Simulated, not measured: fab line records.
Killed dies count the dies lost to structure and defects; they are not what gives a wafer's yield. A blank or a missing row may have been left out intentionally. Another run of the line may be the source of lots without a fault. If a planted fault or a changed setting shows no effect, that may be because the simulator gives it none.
Struck lot and sound lot, side by side	flow nand-harc	14 steps out of a route of 1159
Sound: wafers L777.1, L777.2, L777.6. Struck: wafers L769.1, L769.3, L769.6. At the end, the cause is stated.
Order at every step that has rows: each side's tool, ch and its chambers, its first start. Under that, the readings that differ: sound wafers	struck wafers	difference of the means	sigmas: that difference in standard deviations of wafers without a fault.
alike: a reading whose means differ by less than 2 such deviations, as well as words and numbers matching on both sides. not compared: withheld readings; readings where some wafer has no value; bounds like >300 that might hide an equal value; numbers whose values overlap and for which the record gives no deviation.
A row with sigmas, a row that says differs or no value, or rows on one side alone: a step with any of these is where the two part. Numbers that have no deviation but don't overlap get no sigmas and don't part them. Lack of a reading on every wafer of one side parts them only where that side has two or more wafers.

NHARC_A_STAIRCASE_DEP_156: deposits SiNx, target thk 50 nm.
  sound on pecvd-03 ch 0,1, day 14 07:25; struck on pecvd-03 ch 0,1, day 12 11:16
  alike: heater-power-w, showerhead-vpp-V
then, 9 steps without rows for these wafers: NHARC_A_STAIRCASE_DEHYDRATE_158 (time 120 s); NHARC_A_STAIRCASE_HMDS_159 (time 30 s); NHARC_A_STAIRCASE_COAT_160; NHARC_A_STAIRCASE_SOFTBAKE_161 (time 170 s); NHARC_A_STAIRCASE_EBR_162; NHARC_A_STAIRCASE_EXPOSE_163 (exposes mask STAIR OPEN); NHARC_A_STAIRCASE_PEB_164 (peb time 130 s); NHARC_A_STAIRCASE_DEVELOP_165 (time 140 s); NHARC_A_STAIRCASE_HARDBAKE_167 (time 140 s).
NHARC_A_STAIRCASE_DESCUM_168: chemistry O2, time 3 s.
  sound on rie-diel-04 ch 0,3, day 14 08:25; struck on rie-diel-04 ch 0,2,3, day 12 12:05
  alike: drypump-motor-current-A, oes-product-au, rf-vpp-V, showerhead-plenum-p-Torr, throttle-valve-pct
  not compared: rf-hours-counter-h
NHARC_A_STAIRCASE_ETCH_169: etches the open film in CH3F/O2, target depth 50 nm, time 107.1 s.
  sound on rie-diel-04 ch 0,1,3, day 14 08:33; struck on rie-diel-04 ch 0,3, day 12 12:11
  no value came back on the struck wafers for any of 7 readings (bias-w (W), ch3f-flow-sccm (sccm) and others); on the sound wafers bias-w (W) reads 99.38 99.62 100.09
  not compared: rf-hours-counter-h
NHARC_A_STAIRCASE_ETCH_170: etches the open film in C4F6/O2, target depth 200 nm, time 66.667 s.
  sound on rie-diel-04 ch 0,2; struck on rie-diel-04 ch 2,3, day 12 12:22
  alike: bias-w, c4f6-flow-sccm, drypump-motor-current-A, oes-product-au, rf-vpp-V, showerhead-plenum-p-Torr, throttle-valve-pct
  not compared: rf-hours-counter-h
-- record jumps: 8 days between struck wafers' starts before vs after; left off in module A_STAIRCASE, resumes in module END, first step shown is number 1159 of the route --
NHARC_END_SORT_01:
  here the record holds rows for the struck wafers (prober-01 ch 0, day 20 16:08) but none for the sound ones

WHERE THEY PART
At NHARC_A_STAIRCASE_ETCH_169 first; at NHARC_END_SORT_01 last (within this record only).

WHY: what had been put in by the simulator
At NHARC_A_STAIRCASE_ETCH_169, the step was skipped entirely on rie-diel-04 from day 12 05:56 on. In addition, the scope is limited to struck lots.
